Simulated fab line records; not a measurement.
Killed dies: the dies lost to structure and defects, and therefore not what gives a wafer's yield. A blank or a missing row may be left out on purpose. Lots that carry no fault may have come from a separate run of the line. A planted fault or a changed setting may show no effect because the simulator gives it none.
Which tool is to blame? :: flow n5 finfet :: 38 wafers from 14 lots sampled at 5 of the route's 1938 steps

== WHAT EACH GAUGE READ, for each wafer ==
N5_BEOL_M4_RC_MEAS_101.
lot: L180
measured: day 7 20:04
on: prober-02
DIBL_N (mV/V): 37.4 35.6 36.4
DIBL_P (mV/V): 36.9 34.9 33.6
IOFF_N (nA/um): 0.164 0.128 0.141
IOFF_P (nA/um): 0.21 0.19 0.17
ION_N (uA/um): 676 659 662
ION_P (uA/um): 456 454 449
SS_N (mV/dec): 72.0 71.5 71.6
SS_P (mV/dec): 73.4 73.0 72.7
VT_N (mV): 247 251 254
VT_P (mV): -252 -253 -255

lot: L181
measured: day 8 01:37
on: prober-01
DIBL_N (mV/V): 37.5 36.0
DIBL_P (mV/V): 36.4 34.5
IOFF_N (nA/um): 0.174 0.149
IOFF_P (nA/um): 0.24 0.21
ION_N (uA/um): 666 667
ION_P (uA/um): 460 460
SS_N (mV/dec): 71.8 71.1
SS_P (mV/dec): 74.0 72.7
VT_N (mV): 251 251
VT_P (mV): -248 -250

lot: L182
measured: day 8 07:10
on: prober-01
DIBL_N (mV/V): 34.1 36.9 33.7
DIBL_P (mV/V): 34.5 37.5 33.5
IOFF_N (nA/um): 0.128 0.173 0.118
IOFF_P (nA/um): 0.17 0.22 0.15
ION_N (uA/um): 666 693 665
ION_P (uA/um): 456 473 452
SS_N (mV/dec): 72.0 71.0 71.2
SS_P (mV/dec): 72.5 73.4 72.2
VT_N (mV): 252 248 255
VT_P (mV): -252 -248 -255

lot: L183
measured: day 8 18:49
on: prober-02
DIBL_N (mV/V): 34.2 36.3 33.9
DIBL_P (mV/V): 34.1 36.7 33.6
IOFF_N (nA/um): 0.121 0.150 0.110
IOFF_P (nA/um): 0.15 0.18 0.14
ION_N (uA/um): 653 673 649
ION_P (uA/um): 451 456 448
SS_N (mV/dec): 71.7 72.6 71.4
SS_P (mV/dec): 72.7 74.0 72.3
VT_N (mV): 254 252 255
VT_P (mV): -259 -255 -259

lot: L184
measured: day 8 23:21
on: prober-02
DIBL_N (mV/V): 33.7 32.2 35.7
DIBL_P (mV/V): 35.3 33.5 37.8
IOFF_N (nA/um): 0.146 0.118 0.175
IOFF_P (nA/um): 0.19 0.17 0.23
ION_N (uA/um): 678 675 678
ION_P (uA/um): 463 466 463
SS_N (mV/dec): 71.2 70.8 70.7
SS_P (mV/dec): 73.1 72.7 73.7
VT_N (mV): 250 253 247
VT_P (mV): -252 -250 -249

lot: L186
measured: day 9 12:30
on: prober-01
DIBL_N (mV/V): 36.7 35.7 34.9
DIBL_P (mV/V): 38.2 37.7 35.4
IOFF_N (nA/um): 0.177 0.172 0.150
IOFF_P (nA/um): 0.22 0.22 0.18
ION_N (uA/um): 677 671 657
ION_P (uA/um): 454 461 447
SS_N (mV/dec): 70.9 71.7 71.5
SS_P (mV/dec): 74.5 73.8 73.5
VT_N (mV): 250 249 252
VT_P (mV): -250 -252 -254

lot: L185
measured: day 9 12:39
on: prober-02
DIBL_N (mV/V): 38.0 36.7 37.5
DIBL_P (mV/V): 36.8 35.3 37.1
IOFF_N (nA/um): 0.166 0.154 0.152
IOFF_P (nA/um): 0.23 0.22 0.23
ION_N (uA/um): 681 677 670
ION_P (uA/um): 471 465 465
SS_N (mV/dec): 71.6 70.8 72.2
SS_P (mV/dec): 73.6 73.0 73.3
VT_N (mV): 250 250 252
VT_P (mV): -248 -249 -247

lot: L187
measured: day 9 17:04
on: prober-02
DIBL_N (mV/V): 38.5 37.1 36.1
DIBL_P (mV/V): 37.3 36.6 35.6
IOFF_N (nA/um): 0.190 0.154 0.140
IOFF_P (nA/um): 0.25 0.24 0.23
ION_N (uA/um): 671 660 665
ION_P (uA/um): 466 461 467
SS_N (mV/dec): 72.3 72.0 71.3
SS_P (mV/dec): 74.0 73.3 73.6
VT_N (mV): 248 250 250
VT_P (mV): -244 -245 -242

lot: L189
measured: day 10 04:10
on: prober-02
DIBL_N (mV/V): 35.8 37.9 38.2
DIBL_P (mV/V): 35.5 37.8 37.7
IOFF_N (nA/um): 0.150 0.186 0.192
IOFF_P (nA/um): 0.20 0.24 0.24
ION_N (uA/um): 677 688 688
ION_P (uA/um): 467 472 466
SS_N (mV/dec): 71.9 72.2 71.8
SS_P (mV/dec): 73.4 73.6 73.8
VT_N (mV): 249 245 245
VT_P (mV): -253 -248 -248

lot: L188
measured: day 10 03:58
on: prober-01
DIBL_N (mV/V): 37.1 34.3 34.3
DIBL_P (mV/V): 36.8 35.2 34.8
IOFF_N (nA/um): 0.180 0.130 0.132
IOFF_P (nA/um): 0.20 0.18 0.18
ION_N (uA/um): 669 658 672
ION_P (uA/um): 454 452 462
SS_N (mV/dec): 71.5 71.1 71.1
SS_P (mV/dec): 73.3 72.9 73.6
VT_N (mV): 251 256 251
VT_P (mV): -251 -250 -252

lot: L190
measured: day 10 18:43
on: prober-02
DIBL_N (mV/V): 36.3 37.7
DIBL_P (mV/V): 36.7 38.8
IOFF_N (nA/um): 0.166 0.180
IOFF_P (nA/um): 0.23 0.26
ION_N (uA/um): 679 672
ION_P (uA/um): 463 458
SS_N (mV/dec): 72.5 72.1
SS_P (mV/dec): 72.7 73.5
VT_N (mV): 248 248
VT_P (mV): -246 -247

lot: L199
measured: day 13 09:56
on: prober-01
DIBL_N (mV/V): 34.8 36.2
DIBL_P (mV/V): 34.0 35.5
IOFF_N (nA/um): 0.146 0.154
IOFF_P (nA/um): 0.17 0.20
ION_N (uA/um): 687 681
ION_P (uA/um): 463 469
SS_N (mV/dec): 70.9 71.5
SS_P (mV/dec): 72.3 73.7
VT_N (mV): 247 248
VT_P (mV): -252 -250

lot: L201
measured: day 13 06:37
on: prober-02
DIBL_N (mV/V): 31.8 32.8
DIBL_P (mV/V): 33.0 34.9
IOFF_N (nA/um): 0.115 0.123
IOFF_P (nA/um): 0.18 0.21
ION_N (uA/um): 667 663
ION_P (uA/um): 461 468
SS_N (mV/dec): 70.8 71.1
SS_P (mV/dec): 72.4 73.2
VT_N (mV): 256 254
VT_P (mV): -250 -246

lot: L202
measured: day 13 15:26
on: prober-02
DIBL_N (mV/V): 34.6 35.0 37.1
DIBL_P (mV/V): 33.6 35.3 37.7
IOFF_N (nA/um): 0.128 0.139 0.180
IOFF_P (nA/um): 0.19 0.21 0.25
ION_N (uA/um): 664 657 682
ION_P (uA/um): 462 458 465
SS_N (mV/dec): 70.7 71.5 71.9
SS_P (mV/dec): 72.0 72.9 74.1
VT_N (mV): 253 253 247
VT_P (mV): -247 -251 -247

== EACH LOT AND THE TOOL THAT RAN IT (in order: tool; ch and the chambers of the sampled wafers; start) ==
lot: L180
N5_BEOL_M0_ETCH_128: rie diel-06 ch 0,1,3, day 5 19:05
N5_BEOL_M0_PRE_CLEAN_113: pvd sputter-02, day 5 20:04
N5_BEOL_M0_CVD_115: cvd co-01 ch 0,2, day 5 20:24
N5_BEOL_M0_ANNEAL_135: pvd sputter-02, day 5 20:50

lot: L181
N5_BEOL_M0_ETCH_128: rie diel-04 ch 0,1, day 5 23:32
N5_BEOL_M0_PRE_CLEAN_113: pvd sputter-01, day 6 00:34
N5_BEOL_M0_CVD_115: cvd co-02 ch 0,2, day 6 00:58
N5_BEOL_M0_ANNEAL_135: pvd sputter-03, day 6 01:23

lot: L182
N5_BEOL_M0_ETCH_128: rie diel-03 ch 0,1, day 6 12:19
N5_BEOL_M0_PRE_CLEAN_113: pvd sputter-02, day 6 13:14
N5_BEOL_M0_CVD_115: cvd co-01 ch 0,1, day 6 13:56
N5_BEOL_M0_ANNEAL_135: pvd sputter-03, day 6 14:29

lot: L183
N5_BEOL_M0_ETCH_128: rie diel-03 ch 0,2,3, day 6 15:38
N5_BEOL_M0_PRE_CLEAN_113: pvd sputter-01, day 6 16:32
N5_BEOL_M0_CVD_115: cvd co-01 ch 0,1,2, day 6 17:02
N5_BEOL_M0_ANNEAL_135: pvd sputter-02, day 6 17:43

lot: L184
N5_BEOL_M0_ETCH_128: rie diel-04 ch 0,3, day 6 21:32
N5_BEOL_M0_PRE_CLEAN_113: pvd sputter-01, day 6 23:41
N5_BEOL_M0_CVD_115: cvd co-02 ch 0,2, day 7 00:04
N5_BEOL_M0_ANNEAL_135: pvd sputter-02, day 7 00:33

lot: L186
N5_BEOL_M0_ETCH_128: rie diel-06 ch 0,1,2, day 7 14:49
N5_BEOL_M0_PRE_CLEAN_113: pvd sputter-03, day 7 15:46
N5_BEOL_M0_CVD_115: cvd co-01 ch 0,2, day 7 16:06
N5_BEOL_M0_ANNEAL_135: pvd sputter-03, day 7 16:34

lot: L185
N5_BEOL_M0_ETCH_128: rie diel-04 ch 0,1,3, day 7 15:14
N5_BEOL_M0_PRE_CLEAN_113: pvd sputter-02, day 7 16:12
N5_BEOL_M0_CVD_115: cvd co-01 ch 0,2, day 7 16:33
N5_BEOL_M0_ANNEAL_135: pvd sputter-03, day 7 17:01

lot: L187
N5_BEOL_M0_ETCH_128: rie diel-03 ch 0,1,3, day 7 18:22
N5_BEOL_M0_PRE_CLEAN_113: pvd sputter-01, day 7 19:40
N5_BEOL_M0_CVD_115: cvd co-02 ch 0,1,2, day 7 20:25
N5_BEOL_M0_ANNEAL_135: pvd sputter-01, day 7 21:02

lot: L189
N5_BEOL_M0_ETCH_128: rie diel-06 ch 1,2,3, day 8 00:59
N5_BEOL_M0_PRE_CLEAN_113: pvd sputter-01, day 8 01:44
N5_BEOL_M0_CVD_115: cvd co-02 ch 0,1, day 8 02:12
N5_BEOL_M0_ANNEAL_135: pvd sputter-02, day 8 02:43

lot: L188
N5_BEOL_M0_ETCH_128: rie diel-03 ch 1,2, day 8 01:06
N5_BEOL_M0_PRE_CLEAN_113: pvd sputter-02, day 8 01:46
N5_BEOL_M0_CVD_115: cvd co-02 ch 1,2, day 8 02:20
N5_BEOL_M0_ANNEAL_135: pvd sputter-02, day 8 03:12

lot: L190
N5_BEOL_M0_ETCH_128: rie diel-06 ch 1,3, day 8 11:01
N5_BEOL_M0_PRE_CLEAN_113: pvd sputter-01, day 8 11:31
N5_BEOL_M0_CVD_115: cvd co-02 ch 2, day 8 13:27
N5_BEOL_M0_ANNEAL_135: pvd sputter-03, day 8 13:53

lot: L199
N5_BEOL_M0_ETCH_128: rie diel-06 ch 1,3, day 11 00:38
N5_BEOL_M0_PRE_CLEAN_113: pvd sputter-02, day 11 01:19
N5_BEOL_M0_CVD_115: cvd co-01 ch 0,2, day 11 03:11
N5_BEOL_M0_ANNEAL_135: pvd sputter-01, day 11 05:05

lot: L201
N5_BEOL_M0_ETCH_128: rie diel-03 ch 0,3, day 11 05:25
N5_BEOL_M0_PRE_CLEAN_113: pvd sputter-03, day 11 06:11
N5_BEOL_M0_CVD_115: cvd co-01 ch 1,2, day 11 06:38
N5_BEOL_M0_ANNEAL_135: pvd sputter-01, day 11 07:09

lot: L202
N5_BEOL_M0_ETCH_128: rie diel-03 ch 0,2,3, day 11 12:21
N5_BEOL_M0_PRE_CLEAN_113: pvd sputter-01, day 11 14:39
N5_BEOL_M0_CVD_115: cvd co-02 ch 1,2, day 11 15:23
N5_BEOL_M0_ANNEAL_135: pvd sputter-01, day 11 15:49
- N5_BEOL_M0_ETCH_128: etches SiCN in CF4/N2, target depth 12 nm, overetch 5.1 nm, time 21.4 s.
- N5_BEOL_M0_PRE_CLEAN_113: time 30 s.
- N5_BEOL_M0_CVD_115: deposits Co from CCTBA/H2, time 120 s.
- N5_BEOL_M0_ANNEAL_135: time 60 s.

== WHAT THE TOOLS THEMSELVES READ (means of the sampled wafers that have a number; where no wafer has one, the mark that the record gives instead) ==
N5_BEOL_M0_ETCH_128.
lot: L180
tool: rie diel-06
drypump motor current A (A): 5.6
oes product au (a.u.): 0.56
rf vpp V (V): 381.3
showerhead plenum p Torr (Torr): 2.16
throttle valve pct (%): 15.51

lot: L181
tool: rie diel-04
drypump motor current A (A): 5.8
oes product au (a.u.): 0.57
rf vpp V (V): 381.5
showerhead plenum p Torr (Torr): 2.15
throttle valve pct (%): 15.29

lot: L182
tool: rie diel-03
drypump motor current A (A): 5.5
oes product au (a.u.): 0.57
rf vpp V (V): 382.3
showerhead plenum p Torr (Torr): 2.21
throttle valve pct (%): 15.55

lot: L183
tool: rie diel-03
drypump motor current A (A): 5.4
oes product au (a.u.): 0.64
rf vpp V (V): 383.3
showerhead plenum p Torr (Torr): 2.26
throttle valve pct (%): 15.18

lot: L184
tool: rie diel-04
drypump motor current A (A): 5.6
oes product au (a.u.): 0.57
rf vpp V (V): 381.0
showerhead plenum p Torr (Torr): 2.15
throttle valve pct (%): 15.51

lot: L186
tool: rie diel-06
drypump motor current A (A): 5.1
oes product au (a.u.): 0.55
rf vpp V (V): 380.9
showerhead plenum p Torr (Torr): 2.14
throttle valve pct (%): 15.51

lot: L185
tool: rie diel-04
drypump motor current A (A): 5.8
oes product au (a.u.): 0.55
rf vpp V (V): 380.0
showerhead plenum p Torr (Torr): 2.15
throttle valve pct (%): 15.39

lot: L187
tool: rie diel-03
drypump motor current A (A): 6.0
oes product au (a.u.): 0.57
rf vpp V (V): 382.9
showerhead plenum p Torr (Torr): 2.23
throttle valve pct (%): 15.44

lot: L189
tool: rie diel-06
drypump motor current A (A): 5.7
oes product au (a.u.): 0.58
rf vpp V (V): 381.0
showerhead plenum p Torr (Torr): 2.13
throttle valve pct (%): 15.47

lot: L188
tool: rie diel-03
drypump motor current A (A): 5.4
oes product au (a.u.): 0.57
rf vpp V (V): 380.7
showerhead plenum p Torr (Torr): 2.14
throttle valve pct (%): 15.24

lot: L190
tool: rie diel-06
drypump motor current A (A): 5.8
oes product au (a.u.): 0.60
rf vpp V (V): 381.1
showerhead plenum p Torr (Torr): 2.15
throttle valve pct (%): 15.38

lot: L199
tool: rie diel-06
drypump motor current A (A): 5.8
oes product au (a.u.): 0.58
rf vpp V (V): 381.4
showerhead plenum p Torr (Torr): 2.14
throttle valve pct (%): 15.41

lot: L201
tool: rie diel-03
drypump motor current A (A): 5.8
oes product au (a.u.): 0.58
rf vpp V (V): 383.4
showerhead plenum p Torr (Torr): 2.29
throttle valve pct (%): 15.36

lot: L202
tool: rie diel-03
drypump motor current A (A): 5.4
oes product au (a.u.): 0.59
rf vpp V (V): 383.5
showerhead plenum p Torr (Torr): 2.24
throttle valve pct (%): 15.27

N5_BEOL_M0_PRE_CLEAN_113.
lot: L180
tool: pvd sputter-02
heater power w (W): 342

lot: L181
tool: pvd sputter-01
heater power w (W): 349

lot: L182
tool: pvd sputter-02
heater power w (W): 323

lot: L183
tool: pvd sputter-01
heater power w (W): 333

lot: L184
tool: pvd sputter-01
heater power w (W): 298

lot: L186
tool: pvd sputter-03
heater power w (W): 320

lot: L185
tool: pvd sputter-02
heater power w (W): 342

lot: L187
tool: pvd sputter-01
heater power w (W): 314

lot: L189
tool: pvd sputter-01
heater power w (W): 321

lot: L188
tool: pvd sputter-02
heater power w (W): 368

lot: L190
tool: pvd sputter-01
heater power w (W): 356

lot: L199
tool: pvd sputter-02
heater power w (W): 304

lot: L201
tool: pvd sputter-03
heater power w (W): 332

lot: L202
tool: pvd sputter-01
heater power w (W): 309

N5_BEOL_M0_CVD_115.
lot: L180
tool: cvd co-01
run length s (s): 143.0

lot: L181
tool: cvd co-02
run length s (s): 143.3

lot: L182
tool: cvd co-01
run length s (s): 142.6

lot: L183
tool: cvd co-01
run length s (s): 142.9

lot: L184
tool: cvd co-02
run length s (s): 143.2

lot: L186
tool: cvd co-01
run length s (s): 143.0

lot: L185
tool: cvd co-01
run length s (s): 142.9

lot: L187
tool: cvd co-02
run length s (s): 142.9

lot: L189
tool: cvd co-02
run length s (s): 143.2

lot: L188
tool: cvd co-02
run length s (s): 142.8

lot: L190
tool: cvd co-02
run length s (s): 142.8

lot: L199
tool: cvd co-01
run length s (s): 107.8

lot: L201
tool: cvd co-01
run length s (s): 72.5

lot: L202
tool: cvd co-02
run length s (s): 142.8

N5_BEOL_M0_ANNEAL_135.
lot: L180
tool: pvd sputter-02
heater power w (W): 756

lot: L181
tool: pvd sputter-03
heater power w (W): 961

lot: L182
tool: pvd sputter-03
heater power w (W): 908

lot: L183
tool: pvd sputter-02
heater power w (W): 760

lot: L184
tool: pvd sputter-02
heater power w (W): 856

lot: L186
tool: pvd sputter-03
heater power w (W): 774

lot: L185
tool: pvd sputter-03
heater power w (W): 767

lot: L187
tool: pvd sputter-01
heater power w (W): 764

lot: L189
tool: pvd sputter-02
heater power w (W): 867

lot: L188
tool: pvd sputter-02
heater power w (W): 861

lot: L190
tool: pvd sputter-03
heater power w (W): 940

lot: L199
tool: pvd sputter-01
heater power w (W): 898

lot: L201
tool: pvd sputter-01
heater power w (W): 880

lot: L202
tool: pvd sputter-01
heater power w (W): 866

== THE ANSWER, worked out from the rows above alone ==
Rule: usual is defined by the lots themselves. The widest of any qualifying gaps counts: lots, ordered by their means at a reading, are off when they make up no more than a third of the lots, leave a main group of 4 or more, and stand apart from it by 3 or more times the standard deviation of that group's means. The tables above print the reading to a certain number of digits; a main group whose means all agree to those digits is not used. A lot without any number at a reading at which 4 lots or more have one is off too. Where the step has rows for the other lots, those lots are counted as sound. Order of review: gauges by route order, followed by the tools' own readings, for which a lot's mean as printed above is used. The first step at which some lot is off is used, and at that step the reading that is off furthest; a lot without a number counts as furthest.
Off, at N5_BEOL_M0_CVD_115 on run length s: L199, L201. For the main group the mean is 142.9 s and the standard deviation 0.19.
If a tool, at that step or one of the process steps before it, ran each lot that is off and ran no sound lot following the first of them, it fits. One candidate fits, namely cvd co-01 at N5_BEOL_M0_CVD_115. A fault onset in the window from L185 (day 7 16:33, its last sound lot) to L199 (day 11 03:11, its first lot off) fits.
On the lots that are off, the tool's own readings at N5_BEOL_M0_CVD_115 differ by more than 5 times the standard deviation of the sound lots' means, which bears it out; run length s reads 90.2 s there versus 142.9 s on the sound lots.

== WHAT THE SIMULATOR HAD INSERTED ==
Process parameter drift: cvd co-01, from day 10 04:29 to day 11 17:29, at N5_BEOL_M0_CVD_115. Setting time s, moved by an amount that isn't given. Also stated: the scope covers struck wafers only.
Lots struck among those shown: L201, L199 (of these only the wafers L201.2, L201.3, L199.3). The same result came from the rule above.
